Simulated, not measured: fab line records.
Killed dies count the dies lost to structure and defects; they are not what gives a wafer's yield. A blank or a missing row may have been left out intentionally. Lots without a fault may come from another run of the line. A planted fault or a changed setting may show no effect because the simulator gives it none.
fab line records    flow n5_finfet
record: lots: 4  wafers: 12  last_day: 17
route steps=1938 shown BEOL_M2@852 BEOL_M4@1111 PASSIVATION@1936
lots untouched by any fault: they come from a run of this same line in which no faults occurred
start_h: start of the lot's first displayed wafer, in hours after the record's first day    wait_h: hours since the lot's step before    " unchanged from the row above    L1.1+2: several wafers, shown together as one row    - value missing, or start not given    * or withheld: withheld    < > ~ a bound
route shown NAME@n: a module of which the file shows steps, and the number in the route of the first    usual: mean and standard deviation over wafers with no fault    same: alike in all rows    chamber/n: place in a boat    sites: per-site readings    _std_site: how widely they spread, as a standard deviation    _edge_site: the outer-site mean with the inner-site mean subtracted    radius_mm: how far each site lies from the wafer's centre    mask NAME#n: copy n    behind: the tool/chamber that last shaped the wafer    hold: why the lot was held/for how many hours/how that ended    device: whichever transistor did not switch (one of n, p or np)    end of line: at the end of the route, the tests of the same wafers    where a step has no rows: the recipe by itself    killed: at the first sort, the dies lost to defects and structure; wafer yield is something else    map: dies across one wafer; x = killed, . = not, _ = none there
set.NAME: the setting as run; set.NAME@STEP: as run at that earlier step    model.NAME: the simulator's own value behind a step, which no gauge read
lots at selected steps of the route; one table per step, one row per wafer
services: from which hour (start_h, from the record's first day; less than 0 if before it) a tool's chamber was out of use, for how many hours, and why
== steps ==
step: N5_BEOL_M2_PEB_09
recipe: peb_temp_c: 100  peb_time_s: 60  resist: CAR-EUV
step: N5_BEOL_M2_DEVELOP_10
recipe: develop_time_s: 30  developer: TMAH  resist: CAR-EUV  rinse_liquid: surfactant_rinse  dry: air_spin  dev_temp_c: 23
step: N5_BEOL_M2_DESCUM_16
recipe: chemistry: O2  time_s: 7  source_power_w: 50  bias_power_w: 20  pressure_mtorr: 20  rf_frequency_hz: 2.712e+07  temp_c: 40  resist: CAR-EUV  o2_flow_sccm: 225
step: N5_BEOL_M2_ETCH_74
recipe: chemistry: N2/H2  target: underlayer  target_depth_a: 65  mask_material: CAR-EUV  time_s: 5.2  ion_energy_ev: 200  pressure_mtorr: 30  source_w: 840  bias_w: 150  n2_flow_sccm: 200  h2_flow_sccm: 200  ends: cleared
step: N5_BEOL_M2_ETCH_63
recipe: chemistry: CF4  target: SiARC  target_depth_a: 156  mask_material: CAR-EUV  time_s: 26  ion_energy_ev: 80  pressure_mtorr: 40  source_w: 545  bias_w: 36  Ar_flow_sccm: 100  cf4_flow_sccm: 100  ends: cleared
step: N5_BEOL_M2_ETCH_64
recipe: chemistry: N2/H2  target: SOC  target_depth_a: 750  overetch_a: 225  mask_material: SiARC  temp_c: 40  time_s: 121.9  ion_energy_ev: 200  pressure_mtorr: 30  source_w: 840  bias_w: 150  n2_flow_sccm: 200  h2_flow_sccm: 200
step: N5_BEOL_M2_STRIP_65
recipe: chemistry: N2/H2  temp_c: 40  n2_flow_sccm: 200  h2_flow_sccm: 200  rf_frequency_hz: 6e+07
step: N5_BEOL_M2_STRIP_75
recipe: chemistry: N2/H2  temp_c: 40  n2_flow_sccm: 200  h2_flow_sccm: 200  rf_frequency_hz: 6e+07
step: N5_BEOL_M2_STRIP_66
recipe: chemistry: CF4  resist: SiARC  power_w: 300  bias_power_w: 75  pressure_mtorr: 50  cf4_flow_sccm: 150  rf_frequency_hz: 6e+07
step: N5_BEOL_M2_HM_OPEN_17
recipe: chemistry: Cl2/BCl3  target_depth_a: 200  overetch_a: 60  target: TiN  mask_material: SOC  ion_energy_ev: 150  pressure_mtorr: 10  icp_w: 1000  bias_w: 126  Cl2_flow_sccm: 53.25  bcl3_flow_sccm: 21.75  Ar_flow_sccm: 25
usual: drypump_motor_current_A: 5.9/0.3  mfc_ar_sccm: 25.00/0.072  oes_product_au: 0.64/0.083  throttle_valve_pct: 22.28/0.3
lot.wafer  tool          chamber  start_h  wait_h  drypump_motor_current_A  mfc_ar_sccm  oes_product_au  rf_hours_counter_h  throttle_valve_pct
L520.1     rie_metal-02  1        157.98   0.0     6.0                      25.00        0.62            71                  22.32
L520.4     "             1        "        "       6.0                      25.02        0.62            -                   22.32
L520.5     "             0        "        "       5.4                      24.97        0.66            -                   21.82
L534.1     rie_metal-02  0        238.92   0.0     5.4                      24.94        0.65            47                  21.82
L534.3     "             1        "        "       6.0                      25.14        0.61            -                   22.33
L534.5     "             1        "        "       6.0                      24.91        0.60            -                   22.32
L536.1     rie_metal-02  1        245.95   0.0     6.0                      25.04        0.60            79                  22.33
L536.3     "             0        "        "       5.4                      25.08        0.64            -                   21.83
L536.6     "             0        "        "       5.4                      24.89        0.65            -                   21.84
L537.2     rie_metal-03  0        248.30   0.1     6.0                      24.92        0.71            -                   22.06
L537.3     "             0        "        "       6.0                      24.84        0.71            -                   22.07
L537.6     "             0        "        "       5.9                      24.98        0.71            -                   22.07
step: N5_BEOL_M2_STRIP_19
recipe: chemistry: O2  power_w: 400  temp_c: 40  pressure_mtorr: 30  rf_frequency_hz: 6e+07  bias_power_w: 0  overash_fraction: 0.2  o2_flow_sccm: 225
step: N5_BEOL_M2_COAT_67
recipe: resist: SOC  temp_c: 250  time_s: 60  spin_rpm: 1500  resist_thk_nm: 60
step: N5_BEOL_M2_COAT_68
recipe: resist: SiARC  temp_c: 220  time_s: 60  spin_rpm: 1500  resist_thk_nm: 12
step: N5_BEOL_M2_COAT_76
recipe: resist: underlayer  temp_c: 205  time_s: 60  spin_rpm: 1500  resist_thk_nm: 5
step: N5_BEOL_M2_COAT_22
recipe: resist: CAR-EUV  spin_rpm: 1500  resist_thk_nm: 30
step: N5_BEOL_M2_EBR_24
recipe: solvent: PGMEA  ebr_width_mm: 1.5
step: N5_BEOL_M2_SOFTBAKE_23
recipe: temp_c: 110  time_s: 60  resist: CAR-EUV
step: N5_BEOL_M2_EXPOSE_25
recipe: mask_id: V1  na: 0.33  source_shape: quasar  sigma_inner: 0.2  sigma_outer: 0.8  polarization: unpolarized  defocus_nm: 5  dose_mj: 63
step: N5_BEOL_M2_PEB_26
recipe: peb_temp_c: 100  peb_time_s: 60  resist: CAR-EUV
step: N5_BEOL_M2_DEVELOP_27
recipe: develop_time_s: 30  developer: TMAH  resist: CAR-EUV  rinse_liquid: surfactant_rinse  dry: air_spin  dev_temp_c: 23
step: N5_BEOL_M2_INSPECT_30
recipe: mode: adi  inspect_instrument: brightfield
usual: raw_defect_count: 447/89
lot.wafer  tool               chamber  start_h  wait_h  raw_defect_count
L520.1     defect_inspect-02  -        158.57   0.1     305
L520.4     "                  -        "        "       370
L520.5     "                  -        "        "       379
L534.1     defect_inspect-02  -        239.65   0.1     1036
L534.3     "                  -        "        "       966
L534.5     "                  -        "        "       908
L536.1     defect_inspect-02  -        246.54   0.1     945
L536.3     "                  -        "        "       906
L536.6     "                  -        "        "       873
L537.2     defect_inspect-02  -        248.95   0.0     438
L537.3     "                  -        "        "       433
L537.6     "                  -        "        "       464
step: N5_BEOL_M2_DESCUM_33
recipe: chemistry: O2  time_s: 7  source_power_w: 50  bias_power_w: 20  pressure_mtorr: 20  rf_frequency_hz: 2.712e+07  temp_c: 40  resist: CAR-EUV  o2_flow_sccm: 225
step: N5_BEOL_M4_RC_MEAS_101
usual: DIBL_N: 37.3/2.3  DIBL_P: 37.4/2.9  IOFF_N: 0.18/0.045  IOFF_P: 0.25/0.054  ION_N: 679/15  ION_P: 468/9.7  SS_N: 71.8/0.62  SS_P: 73.6/0.76  VT_N: 248/4.1  VT_P: -248/3.6
lot.wafer  tool       chamber  start_h  wait_h  DIBL_N[mV/V]  DIBL_P[mV/V]  IOFF_N[nA/um]  IOFF_P[nA/um]  ION_N[uA/um]  ION_P[uA/um]  SS_N[mV/dec]  SS_P[mV/dec]  VT_N[mV]  VT_P[mV]
L520.1     prober-01  0        189.07   0.0     31.8          30.7          0.08           0.13           643           443           70.8          71.7          259       -255
L520.4     "          0        "        "       36.7          38.2          0.16           0.24           678           472           72.2          72.8          252       -248
L520.5     "          0        "        "       34.5          35.6          0.13           0.18           667           467           71.2          72.9          251       -248
L534.1     prober-01  0        270.67   0.0     34.9          34.4          0.15           0.20           670           465           70.9          72.8          253       -249
L534.3     "          0        "        "       37.3          38.6          0.20           0.29           688           472           71.8          74.5          248       -245
L534.5     "          0        "        "       37.0          37.9          0.19           0.26           665           460           71.6          74.1          248       -249
L536.1     prober-02  0        274.50   0.0     37.5          36.1          0.14           0.21           661           460           71.6          73.9          252       -252
L536.3     "          0        "        "       37.7          35.9          0.15           0.21           648           447           72.1          73.1          256       -251
L536.6     "          0        "        "       37.0          35.5          0.14           0.21           665           464           71.4          73.7          252       -252
L537.2     prober-01  0        292.18   0.2     41.3          43.0          0.27           0.40           708           496           73.1          74.5          242       -240
L537.3     "          0        "        "       40.9          42.5          0.25           0.37           685           481           72.1          74.9          242       -241
L537.6     "          0        "        "       39.7          41.2          0.23           0.33           675           475           71.7          74.3          245       -243
step: N5_PASSIVATION_PROBE_49
usual: defect_limited_yield: 91.3/1.5  killed_at_M0_to_M3: 35/8.7  killed_at_M4_up: 14/5.5  killed_at_contacts: 11/5.6  killed_at_front_end: 39/13  killed_at_other: 3.7/2.2  killed_dies: 103/18  killed_open: 69/14  killed_short: 33/7.8  sort_bin_4_leakage: 0.02/0.15  sort_bin_5_function: 5.1/0.99  sort_bin_6_memory: 3.3/0.67  sort_bin_8_speed: 0.02/0.17  sort_n_pass: 1077/18  sort_yield_pct: 91.2/1.5
same: gross_dies: 1180  killed_at_back_side: 0
lot.wafer  tool       chamber  start_h  wait_h  defect_limited_yield[%]  killed_at_M0_to_M3  killed_at_M4_up  killed_at_contacts  killed_at_front_end  killed_at_other  killed_dies  killed_open  killed_short  sort_bin_4_leakage[%]  sort_bin_5_function[%]  sort_bin_6_memory[%]  sort_bin_8_speed[%]  sort_n_pass  sort_yield_pct[%]
L534.1     prober-01  -        377.95   0.0     85.0                     138                 11               5                   20                   3                177          40           19            0                      9.9                     3.1                   0                    1003         85.0
L534.3     prober-01  -        378.05   0.1     88.6                     86                  11               17                  12                   9                135          37           20            0                      6.9                     2.9                   0                    1045         88.6
L534.5     prober-01  -        378.15   0.2     87.9                     108                 13               4                   13                   5                143          51           13            0                      7.4                     3.3                   0                    1037         87.9
L536.1     prober-02  -        381.72   0.0     84.7                     112                 5                14                  48                   2                181          78           23            0                      9.7                     4.0                   0                    999          84.7
L536.3     prober-02  -        381.82   0.1     81.4                     151                 13               9                   41                   5                219          62           40            0                      11.4                    4.6                   0                    961          81.4
L536.6     prober-02  -        381.97   0.3     78.2                     181                 20               10                  43                   3                257          94           32            0                      12.9                    5.9                   0                    923          78.2
killed by level:class
L534.1 BEOL_M2:unspecified=116 BEOL_M2:geometric_particle:open=6 STI_FIN_REVEAL:geometric_particle:open=5 BEOL_M1:geometric_particle:open=4 STARTING-WAFER:geometric_particle:short=4 FIN_SAQP:geometric_particle:open=3 MOL_CONTACT_COAG:geometric_particle:open=3 BEOL_M0_SAQP:geometric_particle:open=3
L534.3 BEOL_M2:unspecified=74 MOL_CONTACT_COAG:geometric_particle:open=13 MOL_CONTACT_COAG:geometric_particle:short=4 FIN_SAQP:geometric_particle:open=3 BEOL_M3:geometric_particle:open=3 ILD0:geometric_particle:short=3 BEOL_M5:coat_microbubble_printed=3 BEOL_M4:geometric_particle:open=3
L534.5 BEOL_M2:unspecified=79 BEOL_M3:geometric_particle:open=10 BEOL_M0_SAQP:geometric_particle:open=7 BEOL_M2:geometric_particle:open=7 STI_FIN_REVEAL:geometric_particle:short=5 STI_FIN_REVEAL:geometric_particle:open=4 MOL_CONTACT_COAG:geometric_particle:open=4 BEOL_M5:geometric_particle:open=4
L536.1 BEOL_M2:unspecified=77 STI_FIN_REVEAL:geometric_particle:open=13 MOL_CONTACT_COAG:geometric_particle:open=13 BEOL_M2:geometric_particle:open=10 BEOL_M3:geometric_particle:open=10 FIN_SAQP:geometric_particle:open=9 ILD0:geometric_particle:open=5 DUMMY_GATE:geometric_particle:open=4
L536.3 BEOL_M2:unspecified=117 BEOL_M3:geometric_particle:open=11 BEOL_M2:geometric_particle:open=9 ILD0:geometric_particle:short=7 STI_FIN_REVEAL:geometric_particle:open=6 MOL_CONTACT_COAG:geometric_particle:open=6 BEOL_M4:geometric_particle:short=6 DUMMY_GATE:geometric_particle:open=5
L536.6 BEOL_M2:unspecified=126 BEOL_M1:geometric_particle:open=12 BEOL_M3:geometric_particle:open=11 BEOL_M0_SAQP:geometric_particle:open=11 STI_FIN_REVEAL:geometric_particle:open=9 MOL_CONTACT_COAG:geometric_particle:open=9 BEOL_M0_SAQP:geometric_particle:short=9 BEOL_M2:geometric_particle:open=6
map L534.1 (x killed, . not)
_________________x...x......x________________
______________.................._____________
___________....................x...__________
__________.............x...........x_________
________x..x.........................._______
_______.............................x..______
______.....................x....x......._____
_____....................................____
____.........x........x.xx................___
___.....x..x......x.....xx.................__
___x....x..........xx.x.x......x...........__
__.................x.xxxxxx................x_
__.................xxxxxxx.xxx........x....._
_.....x...x..x..x.xxxxxxxxxx..x..............
_...............x.xxxxxxxxxxxx........x..x...
_.....x..x........xxxxxxxxxxxx..x.x..x..x.x..
_...............x..xxxxxxxxxxx...............
_....x.x...x.......xxxxxxxxxx................
_.............xx..xxxxxxxxxxxx...............
_...............x..xxxxxxxxx........x.......x
_..................xx.xxxx.x.................
__....................x.x.............x....._
__.....x..............xx.........x.........x_
___..........................x........xx...__
___..x.....................................__
____......................................___
_____....................................____
______..........x...x............x.x...x_____
_______........x...........x...........______
________................x............._______
__________.........................._________
___________...x.................x..__________
______________.................._____________
_________________x.x.........________________
map L536.6 (x killed, . not)
_________________............________________
______________.x...............x_____________
___________x...x......x..x.........__________
__________.x....xx.x.........x......_________
________.........xx........x.........._______
_______x..................x....xx...x..______
______..........xx.x.....x..x.x.x......._____
_____.......x............................____
____...x..............x..xx..x............___
___....x........x.x.x...x........x.........__
___....x........x......xx.......x....x...x.__
__x.........x...x.x.xxxxx..xx..x..x....x...._
__.................xxxxxxxxx........x.....x._
_....x....x.x.......xxxxxxxx...x.............
_.x......xxx..x..xxxxxxxxxxxxx..x............
_.........x....xxxxxxxxxxxxxxx..x.....x......
_.........x..x.x..xxxxxxxxxxxxxxxx.x.........
_x.........x...x.xxxxxxxxxxxxxxxx............
_....x..........x.xxxxxxxxxxxxx....x.x......x
_......x..........xxxxxxxxxxx......x.........
_..x...xx...xx.....xxxxxxxx.xx...x........x..
__.x..........x.....x.xxxxx........x....x..x_
__x............xx.....xx...x....x....x......_
___....x.............x...........x.xx......__
___....................x..x.......x........__
____.........x...x.......................x___
_____..x...........x...x.x...x...........____
______..x.....................x........._____
_______................................______
________x.....x............x.x...x...._______
__________....x.......x..x.........._________
___________.........x..x...x.......__________
______________...x.x..x........._____________
_________________............________________
== services ==
tool          chamber  start_h  hours  kind
rie_metal-03  1        242.06   -      clean
rie_metal-03  1        242.06   17.2   scheduled_down
rie_metal-03  1        242.06   17.2   vent_cycle
== key ==
first_sign: step: N5_BEOL_M2_INSPECT_30  reading: raw_defect_count  direction: up  sigmas: 5.5  usual: 447  struck: 939
effect: step: N5_PASSIVATION_PROBE_49  reading: killed_at_M0_to_M3  direction: up  sigmas: 11  usual: 35  struck: 129
more_kills_born_at: N5_BEOL_M2_HM_OPEN_17@rie_metal-02: 589
met_at N5_BEOL_M2_HM_OPEN_17
struck_wafers L534.1,L534.3,L534.5,L536.1,L536.3,L536.6
onset_between 157.98 238.92
fault: kind: chamber_particle_source  tool: rie_metal-02  chamber: -  onset_h: 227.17  steps: N5_BEOL_M2_HM_OPEN_17  rate_per_visit_cm2: 0.72064  end_h: 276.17
